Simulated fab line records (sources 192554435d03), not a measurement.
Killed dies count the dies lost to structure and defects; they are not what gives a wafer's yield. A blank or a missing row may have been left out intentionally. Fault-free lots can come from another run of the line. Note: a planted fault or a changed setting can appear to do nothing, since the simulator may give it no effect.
Comparing a struck lot with a sound one || flow n5-finfet || 15 steps out of a route of 1938
Sound: these wafers, L302.1, L302.2, L302.5. Wafers L308.2, L308.3, L308.6 were the ones struck. The cause is named last.
Each step with rows lists, per side, the tool, then ch with its chambers, then its first start. Under that, the readings that differ: sound wafers || struck wafers || difference of the means || sigmas: that difference in standard deviations of wafers without a fault.
alike: readings with means less than 2 such deviations apart, plus words and numbers identical on both sides. not compared: withheld readings, readings lacking a value on some wafer, bounds such as >300 that could conceal the same value, and numbers that have no deviation in the record and whose values overlap.
A row with sigmas, a row that says differs or no value, or rows on one side alone: a step with any of these is where the two part. Numbers that don't overlap but have no deviation are shown without sigmas and don't part them. A reading that every wafer of one side lacks parts them only if that side has two wafers or more.

first, 8 steps without rows for these wafers: N5_BEOL_M5_COAT_60 (time 60 s, resist thk 12 nm); N5_BEOL_M5_COAT_71 (time 60 s, resist thk 5 nm); N5_BEOL_M5_COAT_05 (resist thk 30 nm); N5_BEOL_M5_EBR_07; N5_BEOL_M5_SOFTBAKE_06 (time 60 s); N5_BEOL_M5_EXPOSE_08 (exposes mask M5, target cd 28 nm); N5_BEOL_M5_PEB_09 (peb time 60 s); N5_BEOL_M5_DEVELOP_10 (develop time 30 s).
N5_BEOL_M5_CD_MEAS_11: target cd 27.74 nm.
  sound on cd-sem-02 ch 0, day 8 20:45; struck on cd-sem-03 ch 0, day 11 05:40
  alike: cd-nm
N5_BEOL_M5_OVL_MEAS_12:
  sound on overlay-01 ch 0, day 8 20:47; struck on overlay-01 ch 0, day 11 05:43
  alike: M5_OVL
N5_BEOL_M5_INSPECT_13: inspects for defects (brightfield).
  sound on defect-inspect-01 at day 8 20:50; struck on defect-inspect-02 at day 11 05:46
{"reading": "raw-defect-count", "sound": "607 512 579", "struck": "359 367 341", "difference": -210, "sigmas": -2}
N5_BEOL_M5_DESCUM_16: chemistry O2, time 7 s.
  sound on rie-diel-04 ch 1,2,3, day 8 20:53; struck on rie-diel-01 ch 1,3, day 11 05:47
  alike: bias-power-w, drypump-motor-current-A, oes-product-au, rf-vpp-V, showerhead-plenum-p-Torr, throttle-valve-pct
  not compared: rf-hours-counter-h
N5_BEOL_M5_ETCH_72: etches underlayer in N2/H2, target depth 6.5 nm, time 5.2 s.
  sound on rie-diel-04 ch 1,2,3, day 8 20:55; struck on rie-diel-01 ch 1,3, day 11 05:50
{"reading": "etch-rf-on-time-s (s)", "sound": "5.22 5.34 5.13", "struck": "3.35 3.26 3.40", "difference": -1.89, "sigmas": -15}
{"reading": "oes-product-au (a.u.)", "sound": "0.70 0.75 0.63", "struck": "0.78 0.95 0.78", "difference": "+0.14", "sigmas": "+3"}
  alike: drypump-motor-current-A, rf-vpp-V, showerhead-plenum-p-Torr, throttle-valve-pct
  not compared: rf-hours-counter-h
N5_BEOL_M5_ETCH_61: etches SiARC in CF4, target depth 15.6 nm, time 26 s.
  sound on rie-diel-04 ch 1,2,3, day 8 20:56; struck on rie-diel-01 ch 1,3, day 11 05:51
  alike: drypump-motor-current-A, etch-rf-on-time-s, oes-product-au, rf-vpp-V, showerhead-plenum-p-Torr, throttle-valve-pct
  not compared: rf-hours-counter-h
following that, these wafers have no rows for 1 step: N5_PASSIVATION_PROBE_49.

## WHERE THEY PART
Last at N5_BEOL_M5_ETCH_72 as far as this record goes, first at N5_BEOL_M5_INSPECT_13. Later steps at which nothing parts them and some readings are alike: N5_BEOL_M5_ETCH_61.

WHY: what the simulator had put in
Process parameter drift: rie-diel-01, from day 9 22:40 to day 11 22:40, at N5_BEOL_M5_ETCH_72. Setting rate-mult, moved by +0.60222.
